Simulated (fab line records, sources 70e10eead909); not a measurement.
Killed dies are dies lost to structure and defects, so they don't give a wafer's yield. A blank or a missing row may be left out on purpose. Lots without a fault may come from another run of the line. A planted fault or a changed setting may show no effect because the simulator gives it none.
Which tool did it? | flow nand_harc | 6 lots, 18 wafers sampled, at 3 steps of a route of 1159

WHAT THE GAUGES READ, wafer by wafer
NHARC_P_GATE_CD_MEAS_59: target cd 720 nm.
lot  | measured     | on        | cd_nm (nm)
L753 | day 6 07:41  | cd_sem-03 | 722.7 721.3 721.2
L755 | day 6 14:37  | cd_sem-02 | 719.9 720.4 719.3
L758 | day 7 12:10  | cd_sem-01 | 721.2 718.5 720.4
L766 | day 9 07:50  | cd_sem-03 | 718.7 717.6 718.1
L768 | day 9 20:20  | cd_sem-01 | 719.0 718.2 719.0
L772 | day 11 06:53 | cd_sem-02 | 718.9 720.6 719.4

WHICH TOOL RAN EACH LOT (tool, then ch and the chambers of the sampled wafers, then the start)
lot  | NHARC_P_STI_CMP_21           | NHARC_P_GATE_EXPOSE_56
L753 | cmp-01 ch 0,1,3, day 4 08:22 | krf_scanner-01 ch 0, day 6 07:31
L755 | cmp-04 ch 0,1, day 4 16:16   | krf_scanner-01 ch 0, day 6 14:28
L758 | cmp-04 ch 0,2,3, day 5 14:36 | krf_scanner-04 ch 0, day 7 12:01
L766 | cmp-01 ch 0,2,3, day 7 08:07 | krf_scanner-04 ch 0, day 9 07:40
L768 | cmp-04 ch 0,1, day 8 00:00   | krf_scanner-03 ch 0, day 9 20:10
L772 | cmp-01 ch 0,1,2, day 9 08:41 | krf_scanner-04 ch 0, day 11 06:44
- NHARC_P_STI_CMP_21: polishes, t overpolish 20 s, target thk 380.67 nm.
- NHARC_P_GATE_EXPOSE_56: exposes mask P PSD, target cd 720 nm.

THE ANSWER, worked out from the rows above alone
Rule: what is usual is taken from the lots themselves. Put in order of their means at a reading, lots are off if they are a third of the lots or fewer, leave a main group of 4 or more, and stand apart from it by a gap of 3 or more times the standard deviation of the main group's means; of several such gaps the widest counts. A main group whose means are all the same, to the digits that the tables above print for the reading, isn't used. A lot without any number at a reading at which 4 lots or more have one is off too. The other lots that the step has rows for count as sound.
No lot is off at any reading shown: from this, nothing can be told.

WHAT THE SIMULATOR HAD PUT IN
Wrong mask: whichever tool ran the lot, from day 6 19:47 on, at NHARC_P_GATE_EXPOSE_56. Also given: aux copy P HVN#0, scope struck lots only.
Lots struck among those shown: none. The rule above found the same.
